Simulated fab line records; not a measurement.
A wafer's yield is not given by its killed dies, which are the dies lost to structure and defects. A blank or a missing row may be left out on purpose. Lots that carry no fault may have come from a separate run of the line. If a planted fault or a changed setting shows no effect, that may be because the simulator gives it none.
fab line records ; flow nandHarc
record lots=6; wafers=18; lastDay=33
route steps=1302 shown A_STAIRCASE@807
lots that met no fault: from a run of the same line without faults
startH: hours from the record's opening day to when the first of the lot's shown wafers began ; waitH: time in hours since the lot's previous step ; " same as the row above ; L1.1+2: a single row standing in for several wafers ; - no value present, or no start provided ; * or withheld: withheld ; < > ~ a bound
route shown NAME@n: NAME is a module with steps in the file, n the number in the route of the first one ; usual: the fault-free wafers' mean and standard deviation ; same: alike in all rows ; chamber/n: place in a boat ; sites: per-site readings ; _std_site: the standard deviation of these ; _edge_site: outer sites' mean less inner sites' ; radiusMm: how far each site lies from the wafer's centre ; mask NAME#n: copy n ; behind: the most recent tool/chamber to have shaped the wafer ; hold: the reason the lot was held/the length of the hold in hours/how it ended ; device: the transistor (n, p or np) that didn't switch ; end of line: at the end of the route, the tests of the same wafers ; for a step that has no rows: nothing shown but its recipe ; killed: the dies lost at the first sort to structure and to defects; this is not the yield of the wafer ; map: shows each die of a wafer: x if killed, . if not, _ if none is there
set.NAME: the setting that was run; set.NAME@STEP: the one run at that earlier step ; model.NAME: the simulator's own value behind a step, which no gauge read
lots at selected steps of the route; one table per step, one row per wafer
services: a tool's chamber out of use, with start hour (startH, from the record's first day; less than 0 if before it), hours out, and reason
## steps
# step NHARC_A_STAIRCASE_DESCUM_291
# recipe timeS=3; o2FlowSccm=200; arFlowSccm=0; biasPowerW=0; chemistry=O2
# usual drypumpMotorCurrentA=5.6/0.41; oesProductAu=1.005/0.0087; rfVppV=57.7/0.79; showerheadPlenumPTorr=1.92/0.09; throttleValvePct=11.312/0.009
# same timeS=3
lot.wafer;tool;chamber;startH;waitH;drypumpMotorCurrentA;oesProductAu;rfHoursCounterH;rfVppV;showerheadPlenumPTorr;throttleValvePct
L585.1;rieDiel-13;0;403.33;-;5.3;0.992;19;58.0;1.80;11.317
L585.4;rieDiel-13;2;403.33;-;5.6;1.008;13;57.5;1.88;11.308
L585.6;rieDiel-13;0;403.33;-;5.3;1.007;-;56.3;1.80;11.317
L588.4;rieDiel-01;1;442.67;-;6.2;1.000;13;57.3;2.04;11.314
L588.1;rieDiel-01;2;442.67;-;6.0;1.018;16;58.6;2.04;11.303
L588.6;rieDiel-01;2;442.67;-;6.0;1.013;-;57.3;2.04;11.314
L590.3;rieDiel-01;1;475.02;-;6.2;1.002;25;58.7;2.03;11.326
L590.5;rieDiel-01;2;475.02;-;6.0;1.011;-;58.4;2.03;11.314
L590.6;rieDiel-01;3;475.02;-;5.1;1.005;-;56.0;1.88;11.311
L591.4;rieDiel-05;1;480.73;-;5.3;0.998;22;58.7;1.81;11.316
L591.5;rieDiel-05;1;480.73;-;5.3;0.994;-;56.3;1.81;11.318
L591.6;rieDiel-05;2;480.73;-;6.5;0.995;-;58.1;1.77;11.301
L601.2;rieDiel-13;0;583.91;-;5.3;1.001;26;57.1;1.78;11.304
L601.3;rieDiel-13;1;583.91;-;5.5;1.006;22;58.2;1.83;11.316
L601.5;rieDiel-13;0;583.91;-;5.3;1.008;-;56.8;1.78;11.304
L604.2;rieDiel-13;2;600.22;-;5.6;1.017;28;57.4;1.86;11.316
L604.5;rieDiel-13;1;600.22;-;5.5;1.001;-;57.3;1.83;11.322
L604.6;rieDiel-13;2;600.22;-;5.6;0.997;-;57.3;1.87;11.290
# step NHARC_A_STAIRCASE_ETCH_292
# recipe cf4FlowSccm=100; chf3FlowSccm=30; arFlowSccm=0; rfW=500; biasW=200; chemistry=CF4/CHF3
# usual drypumpMotorCurrentA=5.6/0.4; oesProductAu=0.938/0.02; rfVppV=370.9/2.6; showerheadPlenumPTorr=1.58/0.073; throttleValvePct=16.802/0.0097
lot.wafer;tool;chamber;startH;waitH;drypumpMotorCurrentA;oesProductAu;rfHoursCounterH;rfVppV;showerheadPlenumPTorr;throttleValvePct
L585.1;rieDiel-13;2;403.43;0.1;5.6;0.932;13;369.3;1.55;16.813
L585.4;rieDiel-13;3;403.43;0.1;5.7;0.926;13;368.8;1.55;16.818
L585.6;rieDiel-13;0;403.43;0.1;5.3;0.917;-;367.4;1.48;16.801
L588.1;rieDiel-01;1;446.06;3.4;6.2;0.932;15;374.7;1.67;16.821
L588.4;rieDiel-01;3;446.06;3.4;5.1;0.926;23;370.6;1.55;16.806
L588.6;rieDiel-01;1;446.06;3.4;6.2;0.917;-;374.9;1.67;16.801
L590.3;rieDiel-01;1;475.08;0.1;6.2;0.964;25;374.3;1.67;16.835
L590.5;rieDiel-01;1;475.08;0.1;6.2;0.967;-;374.1;1.67;16.794
L590.6;rieDiel-01;2;475.08;0.1;6.0;0.966;-;374.6;1.67;16.799
L591.4;rieDiel-05;3;480.81;0.1;5.1;0.938;18;371.8;1.61;16.792
L591.5;rieDiel-05;3;480.81;0.1;5.2;0.925;-;373.2;1.61;16.812
L591.6;rieDiel-05;0;480.81;0.1;5.5;0.929;-;374.3;1.68;16.817
L601.2;rieDiel-13;1;584.01;0.1;5.5;0.915;22;367.8;1.51;16.788
L601.3;rieDiel-13;3;584.01;0.1;5.7;0.940;26;368.1;1.53;16.807
L601.5;rieDiel-13;1;584.01;0.1;5.5;0.923;-;368.9;1.51;16.809
L604.2;rieDiel-13;3;600.30;0.1;5.7;0.935;31;369.6;1.53;16.801
L604.5;rieDiel-13;3;600.30;0.1;5.7;0.937;-;369.2;1.53;16.795
L604.6;rieDiel-13;0;600.30;0.1;5.3;0.923;-;366.6;1.47;16.800
# step NHARC_A_STAIRCASE_HM_OPEN_460
# recipe o2FlowSccm=400; cosFlowSccm=20; arFlowSccm=0; rfW=500; biasW=300; chemistry=O2/COS
# step NHARC_A_STAIRCASE_STRIP_461
# recipe o2FlowSccm=400; cosFlowSccm=20; arFlowSccm=0; biasW=0; chemistry=O2/COS
# step NHARC_A_STAIRCASE_ETCH_452
# recipe targetDepthA=300; overetchA=30; timeS=16.5; ionEnergyEv=100; cf4FlowSccm=80; o2FlowSccm=20; arFlowSccm=0; rfW=300; biasW=100; chemistry=CF4/O2
# usual drypumpMotorCurrentA=5.6/0.39; oesProductAu=1.006/0.009; rfVppV=198.0/1.5; showerheadPlenumPTorr=1.34/0.061; throttleValvePct=13.397/0.0091
# same timeS=16.5
lot.wafer;tool;chamber;startH;waitH;drypumpMotorCurrentA;oesProductAu;rfHoursCounterH;rfVppV;showerheadPlenumPTorr;throttleValvePct
L585.1;rieDiel-13;3;-;-;5.7;0.994;13;196.9;1.31;13.386
L585.4;rieDiel-13;1;-;-;5.5;0.997;20;197.8;1.29;13.388
L585.6;rieDiel-13;2;-;-;5.6;1.004;-;196.8;1.31;13.400
L588.4;rieDiel-01;0;-;-;5.4;1.009;22;199.5;1.34;13.397
L588.1;rieDiel-01;1;-;-;6.2;0.999;15;199.8;1.42;13.395
L588.6;rieDiel-01;1;-;-;6.2;1.006;-;197.8;1.42;13.392
L590.3;rieDiel-01;0;-;-;5.3;1.008;32;199.0;1.34;13.389
L590.6;rieDiel-01;1;-;-;6.2;1.005;-;199.1;1.42;13.385
L590.5;rieDiel-01;2;-;-;6.0;1.019;-;199.7;1.42;13.379
L591.4;rieDiel-05;2;-;-;6.5;0.986;24;195.9;1.24;13.389
L591.6;rieDiel-05;0;-;-;5.6;1.004;-;199.2;1.43;13.394
L591.5;rieDiel-05;1;-;-;5.3;1.001;-;195.9;1.26;13.375
L601.3;rieDiel-13;0;-;-;5.3;1.005;26;196.3;1.24;13.406
L601.2;rieDiel-13;1;-;-;5.5;1.000;22;196.6;1.28;13.392
L601.5;rieDiel-13;0;-;-;5.3;1.001;-;196.3;1.24;13.391
L604.2;rieDiel-13;0;-;-;5.3;1.000;31;195.5;1.24;13.404
L604.6;rieDiel-13;1;-;-;5.5;0.996;-;196.4;1.28;13.400
L604.5;rieDiel-13;2;-;-;5.6;0.991;-;196.7;1.30;13.396
# step NHARC_A_STAIRCASE_ETCH_294
# recipe targetDepthA=49890; timeS=1211.6; ionEnergyEv=800; c4f8FlowSccm=80; o2FlowSccm=60; arFlowSccm=withheld; rfW=600; biasW=3000; chemistry=C4F8/O2/Ar
# usual oesProductAu=0.937/0.0081; rfVppV=1827/11
# same timeS=1211.6
lot.wafer;tool;chamber;startH;waitH;oesProductAu;rfHoursCounterH;rfVppV
L585.1;rieDiel-13;3;-;-;0.933;13;1822
L585.4;rieDiel-13;0;-;-;0.921;19;1812
L585.6;rieDiel-13;1;-;-;0.930;-;1819
L588.4;rieDiel-01;0;-;-;0.935;22;1826
L588.1;rieDiel-01;1;-;-;0.926;15;1841
L588.6;rieDiel-01;3;-;-;0.940;-;1824
L590.3;rieDiel-01;3;-;-;0.941;28;1823
L590.6;rieDiel-01;1;-;-;0.927;-;1841
L590.5;rieDiel-01;2;-;-;0.944;-;1841
L591.4;rieDiel-05;2;-;-;0.916;24;1807
L591.6;rieDiel-05;3;-;-;0.941;-;1834
L591.5;rieDiel-05;0;-;-;0.942;-;1845
L601.2;rieDiel-13;1;-;-;0.941;22;1816
L601.3;rieDiel-13;2;-;-;0.946;22;1820
L601.5;rieDiel-13;0;-;-;0.938;-;1809
L604.2;rieDiel-13;0;-;-;0.931;31;1808
L604.6;rieDiel-13;3;-;-;0.931;-;1820
L604.5;rieDiel-13;0;-;-;0.935;-;1809
# step NHARC_A_STAIRCASE_STRIP_295
# recipe o2FlowSccm=500; arFlowSccm=0; biasW=0; chemistry=O2
# usual drypumpMotorCurrentA=5.6/0.39; oesProductAu=1.005/0.0077; rfVppV=57.8/0.98; showerheadPlenumPTorr=3.54/0.16; throttleValvePct=17.037/0.0093
lot.wafer;tool;chamber;startH;waitH;drypumpMotorCurrentA;oesProductAu;rfHoursCounterH;rfVppV;showerheadPlenumPTorr;throttleValvePct
L585.4;rieDiel-13;1;-;-;5.5;0.993;21;58.4;3.42;17.047
L585.1;rieDiel-13;3;-;-;5.7;0.995;13;56.3;3.47;17.049
L585.6;rieDiel-13;0;-;-;5.3;0.992;-;57.0;3.33;17.036
L588.4;rieDiel-01;2;-;-;6.0;1.016;21;57.9;3.74;17.028
L588.1;rieDiel-01;3;-;-;5.1;1.010;24;58.9;3.48;17.039
L588.6;rieDiel-01;2;-;-;6.0;1.011;-;57.6;3.74;17.019
L590.3;rieDiel-01;0;-;-;5.4;1.023;32;56.7;3.53;17.036
L590.6;rieDiel-01;2;-;-;5.9;1.010;-;57.7;3.73;17.035
L590.5;rieDiel-01;3;-;-;5.1;1.009;-;57.7;3.48;17.024
L591.4;rieDiel-05;2;-;-;6.5;1.000;24;57.9;3.29;17.040
L591.6;rieDiel-05;0;-;-;5.6;0.999;-;60.0;3.77;17.023
L591.5;rieDiel-05;1;-;-;5.3;1.003;-;58.5;3.35;17.035
L601.3;rieDiel-13;3;-;-;5.7;1.014;27;56.9;3.43;17.027
L601.2;rieDiel-13;2;-;-;5.6;1.013;22;58.1;3.45;17.033
L601.5;rieDiel-13;0;-;-;5.3;1.012;-;56.8;3.29;17.050
L604.2;rieDiel-13;2;-;-;5.6;1.002;28;58.6;3.45;17.054
L604.5;rieDiel-13;1;-;-;5.5;1.003;-;57.9;3.38;17.029
L604.6;rieDiel-13;2;-;-;5.6;1.013;-;58.8;3.45;17.049
# step NHARC_A_STAIRCASE_STRIP_296
# recipe timeS=900; tempC=130; chemistry=SPM
# step NHARC_A_STAIRCASE_PRECLEAN_297
# recipe timeS=*; tempC=50; bathAgeMin=0; chemistry=SC1
# step NHARC_A_STAIRCASE_SRD_298
# step NHARC_A_STAIRCASE_HM_DEP_462
# recipe targetThkA=8000; tempC=400; material=aC
# step NHARC_A_STAIRCASE_DEP_301
# recipe targetThkA=300; targetThkNm=30; tempC=400; pressureTorr=3.5; flowSccm=200; rfW=350; material=SiON
# usual chamberPressureTorr=3.499/0.0071; heaterPowerOuterW=477/68; heaterPowerW=805/110; rfFwdPowerW=348.6/1.1; showerheadVppV=1114/52
lot.wafer;tool;chamber;startH;waitH;chamberPressureTorr;heaterPowerOuterW;heaterPowerW;rfFwdPowerW;showerheadVppV
L585.1;pecvd-03;2;410.44;1.6;3.499;406;676;346.8;1078
L585.4;pecvd-03;1;410.44;1.6;3.500;436;734;349.3;1020
L585.6;pecvd-03;0;410.44;1.6;3.491;379;629;347.5;1155
L588.1;pecvd-02;2;450.22;1.6;3.499;525;896;350.4;1129
L588.4;pecvd-02;0;450.22;1.6;3.496;500;866;350.6;1163
L588.6;pecvd-02;1;450.22;1.6;3.500;499;888;349.4;1134
L590.3;pecvd-02;0;483.07;1.0;3.493;497;850;348.1;1166
L590.5;pecvd-02;2;483.07;1.0;3.488;569;936;348.7;1124
L590.6;pecvd-02;0;483.07;1.0;3.515;491;869;347.3;1137
L591.4;pecvd-04;1;488.61;0.8;3.507;554;930;348.1;1097
L591.6;pecvd-04;2;488.61;0.8;3.508;473;863;347.6;1069
L591.5;pecvd-04;0;488.61;0.8;3.504;551;912;349.3;1160
L601.3;pecvd-03;0;592.47;0.9;3.491;406;666;210.2;884
L601.2;pecvd-03;1;592.47;0.9;3.488;472;779;207.0;791
L601.5;pecvd-03;2;592.47;0.9;3.482;419;691;207.4;845
L604.2;pecvd-03;1;604.37;1.2;3.501;545;872;207.7;764
L604.5;pecvd-03;1;604.37;1.2;3.488;565;886;207.9;780
L604.6;pecvd-03;2;604.37;1.2;3.493;413;686;208.2;834
# step NHARC_A_STAIRCASE_DEHYDRATE_302
# recipe tempC=150; timeS=120
## services
tool;chamber;startH;hours;kind
rieDiel-01;-;380.95;9.0;pm
rieDiel-13;0;400.18;-;clean
rieDiel-13;1;400.18;-;clean
pecvd-04;0;401.05;19.2;repair
pecvd-02;-;406.45;1.0;repair
rieDiel-05;-;406.63;9.0;pm
pecvd-02;-;408.01;13.0;pm
rieDiel-01;-;431.97;0.4;repair
rieDiel-13;2;445.07;16.4;repair
pecvd-03;-;449.71;0.7;repair
pecvd-04;-;450.35;13.0;pm
rieDiel-01;3;452.02;15.6;repair
pecvd-03;2;466.45;5.7;repair
pecvd-02;-;477.80;1.5;repair
pecvd-03;-;485.79;0.9;repair
rieDiel-13;0;499.96;6.0;repair
rieDiel-05;3;519.22;5.4;repair
rieDiel-13;-;520.19;9.0;pm
pecvd-03;-;545.62;1.8;repair
pecvd-03;-;547.79;13.0;pm
rieDiel-01;-;557.95;9.0;pm
rieDiel-05;-;583.68;9.0;pm
rieDiel-01;3;587.32;13.6;repair
pecvd-02;-;589.01;13.0;pm
## key
firstSign step=NHARC_A_STAIRCASE_DEP_301; reading=rfFwdPowerW; direction=down; sigmas=99+; usual=*; struck=*
effect step=NHARC_A_STAIRCASE_DEP_301; reading=showerheadVppV; direction=down; sigmas=5.8; usual=1114; struck=816
metAt NHARC_A_STAIRCASE_DEP_301
struckWafers L601.2,L601.3,L601.5,L604.2,L604.5,L604.6
testerLeftOut L601,L604
onsetBetween 410.44 592.47
fault kind=processParameterDrift; tool=pecvd-03; chamber=-; onsetH=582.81; steps=NHARC_A_STAIRCASE_DEP_301; channel=rfW; offset=*; shape=step; endH=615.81; actsIn=*; stated=*
# testerLeftOut: of these lots the tester's yield and bins aren't shown, on N5 and GAA mostly nor the transistor test; their killed dies are dies lost to structure and defects alone, not to doping, threshold or leakage, so they don't give the yield
